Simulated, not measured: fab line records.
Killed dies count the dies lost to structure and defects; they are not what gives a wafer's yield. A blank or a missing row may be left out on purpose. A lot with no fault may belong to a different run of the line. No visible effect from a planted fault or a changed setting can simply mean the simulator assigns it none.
fab line records	flow nandHarc
[record] lots = 13	wafers = 39	lastDay = 33
route steps=1302 shown P_BONDPAD@386 A_ZERO_WELL@412 A_ONON_D1@444 A_CHANNEL_HOLE_D1@451 END@1302
lots untouched by any fault: they come from a run of this same line in which no faults occurred
startH: start of the lot's first displayed wafer, in hours after the record's first day	waitH: hours from the lot's prior step to this one	" same as the row above	L1.1+2: a single row standing in for several wafers	- no value, or no start was given	* or withheld: withheld	< > ~ a bound
route shown NAME@n: a module of which the file shows steps, and the number in the route of the first	usual: mean and standard deviation over wafers with no fault	same: alike in all rows	chamber/n: place in a boat	sites: readings site by site	_std_site: their standard deviation	_edge_site: outer sites' mean less inner sites'	radiusMm: for every site, how far away it sits from the centre of the wafer	mask NAME#n: copy n	behind: the tool/chamber that last shaped the wafer	hold: why the lot went on hold/how many hours it stayed there/how the hold came to an end	device: names the non-switching transistor (n, p or np)	end of line: the route-end tests of the same wafers	a step with no rows: only its recipe	killed: at the first sort, the dies lost to defects and structure; wafer yield is something else	map: a wafer's dies, x killed, . not, _ none there
set.NAME: the run value of the setting; set.NAME@STEP: its run value at that earlier step	model.NAME: the simulator's own value behind a step, which no gauge read
a sample of lots followed through the steps of the route, with each step as a table and each wafer as a row
services: when a tool's chamber went out of use (startH, in hours from the record's first day, below 0 if earlier), for how many hours, and the reason
[[steps]]
[step NHARC_P_BONDPAD_ACTIVATE_29]
[recipe] timeS = 60	n2FlowSccm = 200	arFlowSccm = 0	biasPowerW = 0	chemistry = N2
[usual] drypumpMotorCurrentA = 5.5/0.53	mfcArSccm = 0.004/0.0088	oesProductAu = 1.002/0.0065	rfVppV = 64.1/0.97	showerheadPlenumPTorr = 1.78/0.077
lot.wafer	tool	chamber	startH	waitH	drypumpMotorCurrentA	mfcArSccm	oesProductAu	rfHoursCounterH	rfVppV	showerheadPlenumPTorr
L671.4	rieDiel-02	1	136.21	0.1	4.9	0	0.997	4.8	64.6	1.90
L671.2	"	2	"	"	5.7	0.009	1.001	3.7	64.2	1.69
L671.1	"	3	"	"	5.9	0.035	1.004	5.3	64.3	1.76
L675.1	rieDiel-02	0	181.14	0.1	5.2	0.010	0.995	7.0	63.6	1.83
L675.2	"	2	"	"	5.7	0.009	1.006	6.0	63.0	1.69
L675.6	"	2	"	"	5.7	0.009	1.004	-	61.8	1.69
L676.1	rieDiel-06	3	186.95	0.1	4.6	0	0.997	0.9	63.3	1.78
L676.4	"	2	"	"	5.5	0	1.016	0.8	64.0	1.65
L676.6	"	3	"	"	4.6	0	1.012	-	63.7	1.78
L680.3	rieDiel-11	0	228.19	0.1	5.1	0	1.010	7.5	63.6	1.70
L680.4	"	2	"	"	5.9	0	1.003	6.5	63.5	1.79
L680.6	"	0	"	"	5.1	0	0.995	-	63.0	1.70
L681.1	rieDiel-02	2	243.54	0.1	5.7	0.009	1.006	1.2	62.3	1.69
L681.6	"	1	"	"	4.9	0	0.993	-	64.6	1.90
L681.5	"	2	"	"	5.7	0.009	0.997	-	63.4	1.69
L683.2	rieDiel-06	1	254.41	0.1	5.9	0	1.009	4.2	62.9	1.79
L683.6	"	0	"	"	6.2	0	1.009	-	64.1	1.88
L683.5	"	1	"	"	5.9	0	1.005	-	65.3	1.79
L688.2	rieDiel-02	2	305.39	0.1	5.7	0.009	1.002	4.4	62.4	1.69
L688.4	"	0	"	"	5.2	0.010	1.003	4.6	64.7	1.83
L688.1	"	1	"	"	4.9	0	0.999	4.8	64.1	1.90
L689.2	rieDiel-11	0	314.32	0.1	5.1	0	1.007	1.1	65.2	1.69
L689.4	"	1	"	"	4.9	0.007	0.999	1.0	62.9	1.76
L689.6	"	3	"	"	6.0	0	1.007	-	64.6	1.67
L690.2	rieDiel-02	3	331.14	0.1	5.9	0.035	0.998	5.5	65.0	1.75
L690.1	"	0	"	"	5.1	0.010	1.002	6.1	65.3	1.83
L690.5	"	3	"	"	5.9	0.035	1.000	-	65.2	1.75
L691.1	rieDiel-06	2	336.93	0.1	5.5	0	0.996	0.7	62.8	1.65
L691.4	"	1	"	"	6.0	0	1.008	0.7	65.0	1.79
L691.5	"	2	"	"	5.5	0	0.998	-	63.1	1.65
L692.4	rieDiel-11	2	347.95	0.1	5.9	0	1.014	2.5	63.5	1.78
L692.2	"	3	"	"	6.1	0	1.004	2.5	63.1	1.67
L692.5	"	1	"	"	4.9	0.007	1.017	-	63.6	1.76
L693.2	rieDiel-06	3	360.28	0.1	4.6	0	0.991	1.2	64.5	1.77
L693.4	"	1	"	"	5.9	0	0.994	1.2	64.6	1.79
L693.6	"	3	"	"	4.6	0	1.002	-	61.8	1.78
L694.2	rieDiel-11	3	367.55	0.1	6.1	0	1.016	3.4	63.3	1.67
L694.4	"	1	"	"	5.0	0.007	1.001	2.8	63.8	1.76
L694.6	"	2	"	"	5.9	0	1.000	-	62.9	1.78
[step NHARC_A_ZERO_WELL_INSPECT_17]
[usual] rawDefectCount = 11/5.4
lot.wafer	tool	chamber	startH	waitH	rawDefectCount
L671.1	defectInspect-02	-	139.01	0.2	2
L671.2	"	-	"	"	4
L671.4	"	-	"	"	7
L675.1	defectInspect-01	-	183.86	0.2	8
L675.2	"	-	"	"	16
L675.6	"	-	"	"	8
L676.1	defectInspect-01	-	189.73	0.2	10
L676.4	"	-	"	"	8
L676.6	"	-	"	"	6
L680.3	defectInspect-02	-	230.78	0.1	15
L680.4	"	-	"	"	9
L680.6	"	-	"	"	18
L681.1	defectInspect-02	-	246.27	0.2	6
L681.5	"	-	"	"	6
L681.6	"	-	"	"	12
L683.2	defectInspect-02	-	257.10	0.1	12
L683.5	"	-	"	"	32
L683.6	"	-	"	"	8
L688.1	defectInspect-01	-	308.18	0.2	11
L688.2	"	-	"	"	6
L688.4	"	-	"	"	11
L689.2	defectInspect-01	-	317.00	0.1	12
L689.4	"	-	"	"	6
L689.6	"	-	"	"	11
L690.1	defectInspect-01	-	333.98	0.2	5
L690.2	"	-	"	"	10
L690.5	"	-	"	"	8
L691.1	defectInspect-01	-	339.50	0.2	15
L691.4	"	-	"	"	9
L691.5	"	-	"	"	9
L692.2	defectInspect-01	-	350.53	0.1	6
L692.4	"	-	"	"	13
L692.5	"	-	"	"	14
L693.2	defectInspect-01	-	362.86	0.1	9
L693.4	"	-	"	"	13
L693.6	"	-	"	"	10
L694.2	defectInspect-01	-	370.15	0.1	6
L694.4	"	-	"	"	13
L694.6	"	-	"	"	9
[step NHARC_A_ONON_D1_DEP_28]
[recipe] targetThkA = 10000	n2FlowSccm = 2750	n2oFlowSccm = 2000	nh3FlowSccm = 500	sih4FlowSccm = 210	tempC = 400
lot.wafer	tool	chamber	startH	waitH
L671.1+2+4	pecvdOnon-02	0	171.46	0.1
L675.1+2+6	pecvdOnon-01	0	220.48	0.1
L676.1+4+6	pecvdOnon-04	0	228.35	0.1
L680.3+4+6	pecvdOnon-04	0	264.05	0.2
L681.1+5+6	pecvdOnon-04	0	280.99	0.1
L683.2+5+6	pecvdOnon-04	0	290.33	0.1
L688.1+2+4	pecvdOnon-02	0	343.97	0.1
L689.2+4+6	pecvdOnon-01	0	351.95	0.1
L690.1+2+5	pecvdOnon-01	0	367.07	0.1
L691.1+4+5	pecvdOnon-01	0	374.10	0.1
L692.2+4+5	pecvdOnon-02	0	387.29	0.1
L693.2+4+6	pecvdOnon-04	0	398.61	0.1
L694.2+4+6	pecvdOnon-01	0	403.67	0.1
[step NHARC_A_ONON_D1_THK_MEAS_30]
[recipe] thkMeasGauge = ellipsometry
[usual] thkNm = 997/9.9
lot.wafer	tool	chamber	startH	waitH	thkNm
L671.1	filmMetro-01	-	171.97	-	995
L671.2	"	-	"	"	995
L671.4	"	-	"	"	995
L675.1	filmMetro-01	-	221.00	-	995
L675.2	"	-	"	"	996
L675.6	"	-	"	"	994
L676.1	filmMetro-01	-	228.86	-	993
L676.4	"	-	"	"	991
L676.6	"	-	"	"	993
L680.3	filmMetro-02	-	264.44	-	979
L680.4	"	-	"	"	980
L680.6	"	-	"	"	980
L681.1	filmMetro-02	-	281.50	-	680
L681.5	"	-	"	"	681
L681.6	"	-	"	"	683
L683.2	filmMetro-02	-	290.79	-	669
L683.5	"	-	"	"	669
L683.6	"	-	"	"	668
L688.1	filmMetro-02	-	344.47	-	1012
L688.2	"	-	"	"	1013
L688.4	"	-	"	"	1013
L689.2	filmMetro-02	-	352.40	-	998
L689.4	"	-	"	"	997
L689.6	"	-	"	"	997
L690.1	filmMetro-01	-	367.57	-	994
L690.2	"	-	"	"	993
L690.5	"	-	"	"	993
L691.1	filmMetro-01	-	374.61	-	1008
L691.4	"	-	"	"	1007
L691.5	"	-	"	"	1006
L692.2	filmMetro-01	-	387.75	-	994
L692.4	"	-	"	"	991
L692.5	"	-	"	"	992
L693.2	filmMetro-02	-	399.06	-	987
L693.4	"	-	"	"	987
L693.6	"	-	"	"	988
L694.2	filmMetro-02	-	404.13	-	1000
L694.4	"	-	"	"	1004
L694.6	"	-	"	"	1003
[step NHARC_A_CHANNEL_HOLE_D1_DEP_01]
[recipe] targetThkA = 1400	targetThkNm = 140	tempC = 400	pressureTorr = 3.5	flowSccm = 200	rfW = 350	material = SiON
[usual] heaterPowerW = 703/80	showerheadVppV = 1150/42
lot.wafer	tool	chamber	startH	waitH	heaterPowerW	showerheadVppV
L671.1	pecvd-03	0	174.49	1.6	794	1156
L671.2	"	1	"	"	637	1167
L671.4	"	2	"	"	807	1210
L675.1	pecvd-03	0	223.82	1.6	745	1149
L675.2	"	1	"	"	646	1157
L675.6	"	0	"	"	769	1151
L676.1	pecvd-04	2	233.24	1.6	637	1116
L676.6	"	0	"	"	679	1106
L676.4	"	1	"	"	794	1159
L680.3	pecvd-03	1	268.47	1.0	568	1179
L680.6	"	0	"	"	765	1146
L680.4	"	1	"	"	565	1162
L688.1	pecvd-04	0	347.89	1.6	689	1120
L688.2	"	1	"	"	742	1161
L688.4	"	1	"	"	739	1174
L689.2	pecvd-02	1	354.98	1.3	652	1200
L689.4	"	0	"	"	753	1062
L689.6	"	1	"	"	658	1186
L690.2	pecvd-02	2	371.46	1.3	662	1149
L690.1	"	1	"	"	660	1196
L690.5	"	0	"	"	737	1089
L691.1	pecvd-03	1	381.44	1.6	596	1182
L691.4	"	1	"	"	585	1164
L691.5	"	2	"	"	843	1231
L692.2	pecvd-02	2	390.33	1.3	599	1178
L692.4	"	1	"	"	713	1192
L692.5	"	0	"	"	855	1087
L693.2	pecvd-04	0	401.61	1.3	728	1119
L693.6	"	0	"	"	729	1119
L693.4	"	1	"	"	650	1159
L694.2	pecvd-02	0	407.29	1.3	823	1077
L694.6	"	1	"	"	650	1219
L694.4	"	0	"	"	848	1081
[step NHARC_END_SORT_01]
[recipe] tempC = 25
[usual] killedAtArray = 56/20	killedAtOther = 1/1.3	killedAtPeriphery = 3.5/2.7	killedDies = 60/20	killedOpen = 3.3/1.6	killedShort = 2.4/1.5
[same] grossDies = 677
lot.wafer	tool	chamber	startH	waitH	killedAtArray	killedAtOther	killedAtPeriphery	killedDies	killedOpen	killedShort
L681.1	prober-02	0	655.26	2.5	674	2	1	677	6	2
L681.5	prober-02	0	658.48	3.7	666	5	6	677	5	2
L681.6	prober-02	0	659.29	4.0	675	0	2	677	4	2
L683.2	prober-02	0	678.41	2.8	672	2	3	677	3	2
L683.5	prober-02	0	680.79	3.7	676	0	1	677	3	2
L683.6	prober-02	0	681.58	4.0	671	1	5	677	6	6
// killed by level:class
L681.1 A_ONON_D1:areaDep=622 A_SLIT:chamberFilmFlake=35 A_CHANNEL_HOLE_D2:chamberFilmFlake=4 A_CHANNEL_HOLE_D1:chamberFilmFlake=2 A_CHANNEL_HOLE_D2:unspecified=2 A_ONON_D1:geometricParticle:open=1 A_CHANNEL_FILL_D1:geometricParticle:open=1 A_CHANNEL_FILL_D1:geometricParticle:short=1
L681.5 A_ONON_D1:areaDep=608 A_SLIT:chamberFilmFlake=31 A_CHANNEL_HOLE_D2:chamberFilmFlake=6 A_DECK1_JOINT:chamberFilmFlake=4 A_CONTACT:chamberFilmFlake=4 THIN_TSV:chamberFilmFlake=4 A_CHANNEL_HOLE_D1:chamberFilmFlake=3 P_M0:geometricParticle:open=2
L681.6 A_ONON_D1:areaDep=633 A_SLIT:chamberFilmFlake=27 A_CHANNEL_HOLE_D1:chamberFilmFlake=4 A_WL_FILL:geometricParticle:open=2 A_ZERO_WELL:chamberFilmFlake=2 P_M0:geometricParticle:open=1 A_CHANNEL_FILL_D1:geometricParticle:open=1 A_CHANNEL_FILL_D1:geometricParticle:short=1
L683.2 A_ONON_D1:areaDep=624 A_CHANNEL_HOLE_D1:chamberFilmFlake=19 A_CHANNEL_HOLE_D2:chamberFilmFlake=18 P_M1:chamberFilmFlake=2 A_DECK1_JOINT:chamberFilmFlake=2 A_STAIRCASE:chamberFilmFlake=2 A_ONON_D1:geometricParticle:open=1 A_WL_FILL:geometricParticle:open=1
L683.5 A_ONON_D1:areaDep=611 A_CHANNEL_HOLE_D1:chamberFilmFlake=28 A_CHANNEL_HOLE_D2:chamberFilmFlake=19 A_DECK1_JOINT:chamberFilmFlake=4 A_ONON_D2:geometricParticle:open=3 A_STAIRCASE:chamberFilmFlake=2 A_SLIT:chamberFilmFlake=2 A_M0:chamberFilmFlake=2
L683.6 A_ONON_D1:areaDep=626 A_CHANNEL_HOLE_D1:chamberFilmFlake=15 A_CHANNEL_HOLE_D2:chamberFilmFlake=13 A_WL_FILL:geometricParticle:short=3 P_M1:chamberFilmFlake=3 A_SLIT:chamberFilmFlake=2 P_CONTACT:geometricParticle:open=1 A_SOURCE_PLATE:geometricParticle:open=1
[[services]]
tool	chamber	startH	hours	kind
rieDiel-11	2	126.05	7.7	repair
rieDiel-06	-	130.21	9.0	pm
pecvdOnon-04	-	130.30	13.0	pm
rieDiel-06	2	153.21	13.1	repair
rieDiel-02	3	179.11	15.8	repair
pecvd-03	-	185.01	13.0	pm
rieDiel-02	3	205.51	12.6	repair
rieDiel-02	-	216.70	9.0	pm
pecvd-02	-	227.16	13.0	pm
rieDiel-11	3	235.76	19.0	repair
rieDiel-06	1	254.48	9.7	repair
rieDiel-11	-	255.50	9.0	pm
pecvdOnon-01	-	269.40	13.0	pm
pecvd-03	-	270.05	1.9	repair
rieDiel-06	2	276.16	15.3	repair
rieDiel-11	-	277.05	0.4	repair
rieDiel-06	-	307.21	9.0	pm
rieDiel-02	-	309.43	2.4	repair
pecvdOnon-04	-	311.62	13.0	pm
rieDiel-11	1	323.29	5.4	repair
pecvd-03	-	328.75	4.9	repair
pecvd-03	-	355.96	1.5	repair
pecvd-03	-	366.01	13.0	pm
rieDiel-02	-	393.70	9.0	pm
[[key]]
[firstSign] step = NHARC_A_ONON_D1_THK_MEAS_30	reading = thkNm	direction = down	sigmas = 33	usual = 997	struck = 675
[effect] step = NHARC_END_SORT_01	reading = killedAtArray	direction = up	sigmas = 31	usual = 56	struck = 672
[moreKillsBornAt] NHARC_A_ONON_D1_DEP_28@pecvdOnon-04 = 3724
metAt NHARC_A_ONON_D1_DEP_28
struckLots L681,L683
struckWafers L681.1,L681.5,L681.6,L683.2,L683.5,L683.6
laterRowsLeftOut L681.1,L681.5,L681.6,L683.2,L683.5,L683.6
testerLeftOut L681,L683
notActingAt NHARC_P_BONDPAD_ACTIVATE_29,NHARC_A_ZERO_WELL_INSPECT_17,NHARC_A_CHANNEL_HOLE_D1_DEP_01
onsetBetween 264.05 280.99
[fault] kind = processParameterDrift	tool = pecvdOnon-04	chamber = 0	onsetH = 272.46	steps = NHARC_A_ONON_D1_DEP_28	channel = targetThkA	offset = *	shape = step	endH = 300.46	actsIn = *	stated = *
// testerLeftOut: of these lots the tester's yield and bins aren't shown, on N5 and GAA mostly nor the transistor test; their killed dies are dies lost to structure and defects alone, not to doping, threshold or leakage, so they don't give the yield
// laterRowsLeftOut: the simulator's readings of these wafers behind a module that went badly wrong aren't trusted and aren't shown, but for the sort
